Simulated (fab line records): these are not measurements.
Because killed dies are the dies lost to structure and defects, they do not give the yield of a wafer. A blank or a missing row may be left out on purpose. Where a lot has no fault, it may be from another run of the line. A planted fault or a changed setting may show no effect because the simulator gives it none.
A struck lot beside a sound one ; flow n5_finfet ; 15 out of 1938 route steps
Sound: these wafers, L345.1, L345.2, L345.3. Struck: wafers L349.1, L349.2, L349.4. The cause is given at the end.
At each step with rows: each side's tool, then ch and its chambers, then its first start. Under that, the readings that differ: sound wafers ; struck wafers ; difference of the means ; sigmas: that difference in standard deviations of wafers without a fault.
alike: readings whose means differ by less than 2 such deviations, and words and numbers that are the same on both sides. not compared: withheld readings, readings that some wafer has no value for, bounds like >300 that may hide the same value, and numbers for which the record gives no deviation and whose values overlap.
The two part at a step that has a row with sigmas, a row that says differs or no value, or rows on one side only. Numbers that don't overlap but have no deviation are shown without sigmas and don't part them. Lack of a reading on every wafer of one side parts them only where that side has two or more wafers.

first, 6 steps without rows for these wafers: N5_BEOL_M12_EBR_06; N5_BEOL_M12_SOFTBAKE_05 (time 60 s); N5_BEOL_M12_EXPOSE_07 (exposes mask V11); N5_BEOL_M12_PEB_08 (peb time 90 s); N5_BEOL_M12_DEVELOP_09 (develop time 45 s); N5_BEOL_M12_HARDBAKE_14 (time 120 s).
N5_BEOL_M12_CD_MEAS_10 targets a cd of 140 nm.
  sound on cd_sem-02 ch 0, day 11 18:45; struck on cd_sem-02 ch 0, day 12 10:22
  alike: cd_nm
N5_BEOL_M12_OVL_MEAS_11:
  sound on overlay-01 ch 0, day 11 18:47; struck on overlay-02 ch 0, day 12 10:24
  alike: V11_OVL
N5_BEOL_M12_INSPECT_12: inspects for defects (macro).
  sound on defect_inspect-01 at day 11 18:48; struck on defect_inspect-02 at day 12 10:26
  alike: raw_defect_count
N5_BEOL_M12_DESCUM_15: chemistry O2, time 7.9 s.
  sound on rie_diel-05 ch 0,1,2, day 11 18:50; struck on rie_diel-01 ch 1,2,3, day 12 10:28
  alike: bias_power_w, chamber_pressure_mTorr, drypump_motor_current_A, oes_product_au, rf_vpp_V, showerhead_plenum_p_Torr, throttle_valve_pct
  not compared: rf_hours_counter_h
N5_BEOL_M12_ETCH_59: etches BARC in N2/H2, target depth 89 nm, overetch 26.7 nm, time 67.9 s.
  sound on rie_diel-05 ch 0,1,2, day 11 18:52; struck on rie_diel-01 ch 1,2,3, day 12 10:30
  alike: chamber_pressure_mTorr, drypump_motor_current_A, oes_product_au, rf_vpp_V, showerhead_plenum_p_Torr, throttle_valve_pct
  not compared: rf_hours_counter_h
N5_BEOL_M12_VIA_ETCH_16: etches SiOC in C4F8/O2/Ar, target depth 724.8 nm.
  sound on rie_diel-05 ch 0,1,2, day 11 18:55; struck on rie_diel-01 ch 1,2,3, day 12 10:33
  alike: chamber_pressure_mTorr, drypump_motor_current_A, oes_product_au, rf_vpp_V, showerhead_plenum_p_Torr, throttle_valve_pct
N5_BEOL_M12_STRIP_63: strips in N2/H2.
  sound on plasma_asher-01 ch 0,1, day 11 19:07; struck on plasma_asher-01 ch 0,1, day 12 10:45
  no value came back on the struck wafers for any of 5 readings (chamber_pressure_mTorr (mTorr), drypump_motor_current_A (A) and others); on the sound wafers chamber_pressure_mTorr (mTorr) reads 1000.4 997.2 999.9
reading;sound;struck;difference;sigmas
model.coat_of_BEOL_M12_COAT_04.thk_nm (nm);0 0 0;123.4 123.8 120;+122.4;
  not compared: rf_hours_counter_h
N5_BEOL_M12_STRIP_64: strips in N2/H2.
  sound on plasma_asher-01 ch 0,1, day 11 19:11; struck on plasma_asher-01 ch 0,1, day 12 10:49
reading;sound;struck;difference;sigmas
oes_product_au (a.u.);0.714 0.712 0.713;0.804 0.809 0.804;+0.093;+21
strip_time_to_endpoint_s (s);31.38 31.31 31.32;65.74 65.73 64.88;+34.11;+99 or more
  alike: drypump_motor_current_A, h2_flow_sccm, heater_power_w
  not compared: rf_hours_counter_h
then, 1 step without rows for these wafers: N5_BEOL_M12_STRIP_71 (strips in post etch residue remover, time 60 s).

== WHERE THEY PART ==
At N5_BEOL_M12_STRIP_63 first; at N5_BEOL_M12_STRIP_64 last (within this record only).

WHY: what had been put in by the simulator
Step skipped in full: plasma_asher-01, at N5_BEOL_M12_STRIP_63, from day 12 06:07 onward. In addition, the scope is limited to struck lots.
